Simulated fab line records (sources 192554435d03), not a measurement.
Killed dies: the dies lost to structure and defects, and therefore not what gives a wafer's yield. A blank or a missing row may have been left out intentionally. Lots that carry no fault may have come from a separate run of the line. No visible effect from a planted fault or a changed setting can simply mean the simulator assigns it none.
Which of the tools did it?	flow n5-finfet	24 lots, 72 wafers sampled, at 6 steps of a route of 1938

## WHAT EACH GAUGE READ, for each wafer
Not one reading of a measure or inspect step in the record can be checked against a usual standard deviation.

## EACH LOT AND THE TOOL THAT RAN IT (in order: tool; ch and the chambers of the sampled wafers; start)
lot	N5_BEOL_M1_ETCH_69	N5_BEOL_M1_SPUTTER_79	N5_BEOL_M1_ANNEAL_82	N5_BEOL_M1_SPUTTER_86	N5_BEOL_M1_ANNEAL_91	N5_BEOL_M1_SPUTTER_96
L074	rie-diel-03 ch 0,1,3, day 6 02:11	pvd-sputter-01, day 6 08:16	pvd-sputter-01, day 6 08:34	pvd-sputter-01, day 6 08:42	pvd-sputter-01, day 6 09:13	pvd-sputter-01, day 6 09:48
L075	rie-diel-03 ch 1,3, day 6 08:14	pvd-sputter-03, day 6 13:27	pvd-sputter-03, day 6 13:45	pvd-sputter-03, day 6 13:53	pvd-sputter-03, day 6 14:25	pvd-sputter-03, day 6 14:59
L076	rie-diel-05 ch 0,2,3, day 6 16:51	pvd-sputter-01, day 6 19:47	pvd-sputter-01, day 6 20:05	pvd-sputter-01, day 6 20:14	pvd-sputter-01, day 6 20:45	pvd-sputter-01, day 6 21:20
L077	rie-diel-03 ch 0,1, day 6 20:27	pvd-sputter-01, day 6 22:38	pvd-sputter-01, day 6 22:56	pvd-sputter-01, day 6 23:05	pvd-sputter-01, day 6 23:36	pvd-sputter-01, day 7 00:11
L078	rie-diel-03 ch 0,1, day 7 02:08	pvd-sputter-01, day 7 04:37	pvd-sputter-01, day 7 04:55	pvd-sputter-01, day 7 05:04	pvd-sputter-01, day 7 05:35	pvd-sputter-01, day 7 06:10
L079	rie-diel-03 ch 0,3, day 7 05:30	pvd-sputter-03, day 7 11:38	pvd-sputter-03, day 7 11:56	pvd-sputter-03, day 7 12:05	pvd-sputter-03, day 7 12:36	pvd-sputter-03, day 7 13:11
L080	rie-diel-03 ch 0,1,3, day 7 14:34	pvd-sputter-02, day 7 20:10	pvd-sputter-02, day 7 20:28	pvd-sputter-02, day 7 20:36	pvd-sputter-02, day 7 21:07	pvd-sputter-02, day 7 21:42
L082	rie-diel-03 ch 1,2,3, day 8 00:37	pvd-sputter-03, day 8 03:13	pvd-sputter-03, day 8 03:31	pvd-sputter-03, day 8 03:39	pvd-sputter-03, day 8 04:10	pvd-sputter-03, day 8 04:45
L081	rie-diel-05 ch 0,1, day 8 01:52	pvd-sputter-03, day 8 06:21	pvd-sputter-03, day 8 06:39	pvd-sputter-03, day 8 06:47	pvd-sputter-03, day 8 07:19	pvd-sputter-03, day 8 07:53
L083	rie-diel-04 ch 1,2,3, day 8 10:20	pvd-sputter-01, day 8 18:08	pvd-sputter-01, day 8 18:26	pvd-sputter-01, day 8 18:35	pvd-sputter-01, day 8 19:06	pvd-sputter-01, day 8 19:41
L084	rie-diel-04 ch 0,1,3, day 8 15:11	pvd-sputter-02, day 8 21:10	pvd-sputter-02, day 8 21:28	pvd-sputter-02, day 8 21:37	pvd-sputter-02, day 8 22:08	pvd-sputter-02, day 8 22:43
L086	rie-diel-04 ch 2,3, day 9 08:50	pvd-sputter-01, day 9 20:04	pvd-sputter-01, day 9 20:22	pvd-sputter-01, day 9 20:30	pvd-sputter-01, day 9 21:01	pvd-sputter-01, day 9 21:36
L085	rie-diel-05 ch 0,2, day 9 08:53	pvd-sputter-03, day 9 18:31	pvd-sputter-03, day 9 18:49	pvd-sputter-03, day 9 18:57	pvd-sputter-03, day 9 19:28	pvd-sputter-03, day 9 20:03
L087	rie-diel-04 ch 0,1,2, day 9 11:52	pvd-sputter-03, day 9 23:19	pvd-sputter-03, day 9 23:37	pvd-sputter-03, day 9 23:45	pvd-sputter-03, day 10 00:16	pvd-sputter-03, day 10 00:51
L088	rie-diel-04 ch 0,2,3, day 9 14:12	pvd-sputter-01, day 10 00:53	pvd-sputter-01, day 10 01:11	pvd-sputter-01, day 10 01:19	pvd-sputter-01, day 10 01:50	pvd-sputter-01, day 10 02:25
L089	rie-diel-03 ch 1,2,3, day 9 22:56	pvd-sputter-02, day 10 09:05	pvd-sputter-02, day 10 09:23	pvd-sputter-02, day 10 09:32	pvd-sputter-02, day 10 10:03	pvd-sputter-02, day 10 10:38
L091	rie-diel-03 ch 0,2,3, day 10 04:02	pvd-sputter-03, day 10 10:35	pvd-sputter-03, day 10 10:53	pvd-sputter-03, day 10 11:01	pvd-sputter-03, day 10 11:32	pvd-sputter-03, day 10 12:07
L090	rie-diel-05 ch 0,1,3, day 10 05:29	pvd-sputter-02, day 10 12:20	pvd-sputter-02, day 10 12:38	pvd-sputter-02, day 10 12:47	pvd-sputter-02, day 10 13:18	pvd-sputter-02, day 10 13:53
L092	rie-diel-03 ch 0,1, day 10 16:01	pvd-sputter-02, day 10 22:02	pvd-sputter-02, day 10 22:20	pvd-sputter-02, day 10 22:29	pvd-sputter-02, day 10 23:00	pvd-sputter-02, day 10 23:35
L093	rie-diel-03 ch 0,2,3, day 10 19:40	pvd-sputter-02, day 11 06:31	pvd-sputter-02, day 11 06:49	pvd-sputter-02, day 11 06:58	pvd-sputter-02, day 11 07:29	pvd-sputter-02, day 11 08:04
L094	rie-diel-05 ch 0,2,3, day 10 22:53	pvd-sputter-02, day 11 09:58	pvd-sputter-02, day 11 10:16	pvd-sputter-02, day 11 10:24	pvd-sputter-02, day 11 10:55	pvd-sputter-02, day 11 11:30
L095	rie-diel-04 ch 0,2, day 11 09:53	pvd-sputter-02, day 11 14:49	pvd-sputter-02, day 11 15:07	pvd-sputter-02, day 11 15:16	pvd-sputter-02, day 11 15:47	pvd-sputter-02, day 11 16:22
L097	rie-diel-04 ch 1,2,3, day 11 20:13	pvd-sputter-02, day 12 07:51	pvd-sputter-02, day 12 08:09	pvd-sputter-02, day 12 08:17	pvd-sputter-02, day 12 08:49	pvd-sputter-02, day 12 09:23
L096	rie-diel-05 ch 0,1, day 12 04:00	pvd-sputter-01, day 12 10:46	pvd-sputter-01, day 12 11:04	pvd-sputter-01, day 12 11:13	pvd-sputter-01, day 12 11:44	pvd-sputter-01, day 12 12:19
- N5_BEOL_M1_ETCH_69: etches SiARC in CF4, target depth 15.6 nm, time 26 s.
- N5_BEOL_M1_SPUTTER_79: material Cu, target thk 4.5 nm, time 8.29 s.
- N5_BEOL_M1_ANNEAL_82: time 240 s.
- N5_BEOL_M1_SPUTTER_86: material Cu, target thk 4.5 nm, time 8.29 s.
- N5_BEOL_M1_ANNEAL_91: time 240 s.
- N5_BEOL_M1_SPUTTER_96: material Cu, target thk 4.5 nm, time 8.29 s.

## WHAT THE TOOLS THEMSELVES READ (means of the sampled wafers that have a number; where no wafer has one, the mark that the record gives instead)
N5_BEOL_M1_ETCH_69.
lot	tool	drypump-motor-current-A (A)	etch-rf-on-time-s (s)	oes-product-au (a.u.)	rf-vpp-V (V)	showerhead-plenum-p-Torr (Torr)	throttle-valve-pct (%)
L074	rie-diel-03	6.0	26.0	0.68	184.4	2.12	15.57
L075	rie-diel-03	5.7	25.4	0.67	183.2	2.11	15.60
L076	rie-diel-05	5.5	26.0	0.69	185.3	2.21	15.69
L077	rie-diel-03	6.1	25.3	0.73	183.5	2.11	15.47
L078	rie-diel-03	6.2	25.4	0.68	183.6	2.11	15.58
L079	rie-diel-03	5.8	25.9	0.61	183.1	2.12	15.70
L080	rie-diel-03	6.0	25.4	0.67	183.6	2.11	15.61
L082	rie-diel-03	5.7	25.3	0.67	184.3	2.11	15.54
L081	rie-diel-05	5.6	26.2	0.65	184.5	2.20	15.72
L083	rie-diel-04	6.4	26.3	0.63	183.8	2.13	15.65
L084	rie-diel-04	6.0	26.2	0.66	184.5	2.17	15.58
L086	rie-diel-04	6.4	26.3	0.61	183.7	2.13	15.59
L085	rie-diel-05	5.6	26.4	0.64	184.6	2.19	15.84
L087	rie-diel-04	6.0	25.9	0.66	184.5	2.17	15.60
L088	rie-diel-04	6.1	26.1	0.65	184.2	2.17	15.52
L089	rie-diel-03	5.7	25.6	0.65	184.8	2.11	15.57
L091	rie-diel-03	5.8	25.6	0.61	184.0	2.12	15.66
L090	rie-diel-05	5.6	25.7	0.68	185.5	2.21	15.68
L092	rie-diel-03	6.3	25.5	0.66	184.1	2.10	15.63
L093	rie-diel-03	5.8	25.7	0.61	183.7	2.12	15.66
L094	rie-diel-05	5.5	26.0	0.66	184.7	2.20	15.76
L095	rie-diel-04	5.8	26.0	0.67	185.2	2.21	15.48
L097	rie-diel-04	6.4	26.3	0.61	183.1	2.12	15.70
L096	rie-diel-05	5.6	25.9	0.63	184.9	2.19	15.76

N5_BEOL_M1_SPUTTER_79.
lot	tool	throttle-valve-pct (%)
L074	pvd-sputter-01	29.5
L075	pvd-sputter-03	30.4
L076	pvd-sputter-01	29.4
L077	pvd-sputter-01	29.5
L078	pvd-sputter-01	29.6
L079	pvd-sputter-03	29.7
L080	pvd-sputter-02	28.6
L082	pvd-sputter-03	30.4
L081	pvd-sputter-03	31.2
L083	pvd-sputter-01	29.4
L084	pvd-sputter-02	28.9
L086	pvd-sputter-01	29.8
L085	pvd-sputter-03	29.5
L087	pvd-sputter-03	29.7
L088	pvd-sputter-01	29.4
L089	pvd-sputter-02	29.6
L091	pvd-sputter-03	30.3
L090	pvd-sputter-02	28.7
L092	pvd-sputter-02	28.8
L093	pvd-sputter-02	29.6
L094	pvd-sputter-02	28.8
L095	pvd-sputter-02	28.9
L097	pvd-sputter-02	28.9
L096	pvd-sputter-01	29.8

N5_BEOL_M1_ANNEAL_82.
lot	tool	heater-power-w (W)
L074	pvd-sputter-01	805
L075	pvd-sputter-03	934
L076	pvd-sputter-01	797
L077	pvd-sputter-01	746
L078	pvd-sputter-01	763
L079	pvd-sputter-03	771
L080	pvd-sputter-02	839
L082	pvd-sputter-03	879
L081	pvd-sputter-03	971
L083	pvd-sputter-01	793
L084	pvd-sputter-02	841
L086	pvd-sputter-01	811
L085	pvd-sputter-03	920
L087	pvd-sputter-03	848
L088	pvd-sputter-01	859
L089	pvd-sputter-02	815
L091	pvd-sputter-03	959
L090	pvd-sputter-02	830
L092	pvd-sputter-02	824
L093	pvd-sputter-02	836
L094	pvd-sputter-02	837
L095	pvd-sputter-02	839
L097	pvd-sputter-02	847
L096	pvd-sputter-01	817

N5_BEOL_M1_SPUTTER_86.
lot	tool	throttle-valve-pct (%)
L074	pvd-sputter-01	29.4
L075	pvd-sputter-03	30.3
L076	pvd-sputter-01	29.5
L077	pvd-sputter-01	29.6
L078	pvd-sputter-01	29.5
L079	pvd-sputter-03	29.7
L080	pvd-sputter-02	28.9
L082	pvd-sputter-03	30.6
L081	pvd-sputter-03	31.2
L083	pvd-sputter-01	29.5
L084	pvd-sputter-02	28.8
L086	pvd-sputter-01	30.1
L085	pvd-sputter-03	29.6
L087	pvd-sputter-03	29.6
L088	pvd-sputter-01	29.3
L089	pvd-sputter-02	29.4
L091	pvd-sputter-03	30.1
L090	pvd-sputter-02	28.7
L092	pvd-sputter-02	28.8
L093	pvd-sputter-02	29.5
L094	pvd-sputter-02	28.8
L095	pvd-sputter-02	28.8
L097	pvd-sputter-02	28.9
L096	pvd-sputter-01	29.9

N5_BEOL_M1_ANNEAL_91.
lot	tool	heater-power-w (W)
L074	pvd-sputter-01	808
L075	pvd-sputter-03	956
L076	pvd-sputter-01	808
L077	pvd-sputter-01	750
L078	pvd-sputter-01	744
L079	pvd-sputter-03	787
L080	pvd-sputter-02	825
L082	pvd-sputter-03	864
L081	pvd-sputter-03	955
L083	pvd-sputter-01	807
L084	pvd-sputter-02	824
L086	pvd-sputter-01	838
L085	pvd-sputter-03	909
L087	pvd-sputter-03	852
L088	pvd-sputter-01	877
L089	pvd-sputter-02	826
L091	pvd-sputter-03	947
L090	pvd-sputter-02	833
L092	pvd-sputter-02	845
L093	pvd-sputter-02	842
L094	pvd-sputter-02	852
L095	pvd-sputter-02	830
L097	pvd-sputter-02	852
L096	pvd-sputter-01	818

N5_BEOL_M1_SPUTTER_96.
lot	tool	throttle-valve-pct (%)
L074	pvd-sputter-01	29.5
L075	pvd-sputter-03	30.3
L076	pvd-sputter-01	29.3
L077	pvd-sputter-01	29.7
L078	pvd-sputter-01	29.6
L079	pvd-sputter-03	29.9
L080	pvd-sputter-02	28.9
L082	pvd-sputter-03	30.5
L081	pvd-sputter-03	31.1
L083	pvd-sputter-01	29.4
L084	pvd-sputter-02	28.8
L086	pvd-sputter-01	30.2
L085	pvd-sputter-03	29.5
L087	pvd-sputter-03	29.6
L088	pvd-sputter-01	29.1
L089	pvd-sputter-02	29.5
L091	pvd-sputter-03	30.4
L090	pvd-sputter-02	28.8
L092	pvd-sputter-02	28.9
L093	pvd-sputter-02	29.5
L094	pvd-sputter-02	28.8
L095	pvd-sputter-02	28.8
L097	pvd-sputter-02	28.9
L096	pvd-sputter-01	30.0

## THE ANSWER, worked out from the rows above alone
Rule: the lots themselves supply what counts as usual. The widest of any qualifying gaps counts: lots, ordered by their means at a reading, are off when they make up no more than a third of the lots, leave a main group of 4 or more, and stand apart from it by 3 or more times the standard deviation of that group's means. Not used: any main group whose means are identical at the precision the tables above print for the reading. A lot without any number at a reading at which 4 lots or more have one is off too. Where the step has rows for the other lots, those lots are counted as sound. Order of review: gauges by route order, followed by the tools' own readings, for which a lot's mean as printed above is used. At the first step where some lot is off, the reading lying furthest off is the one used; lots without a number count as furthest.
None of the lots is off at any reading shown; this tells nothing.

## WHAT HAD BEEN PUT IN BY THE SIMULATOR
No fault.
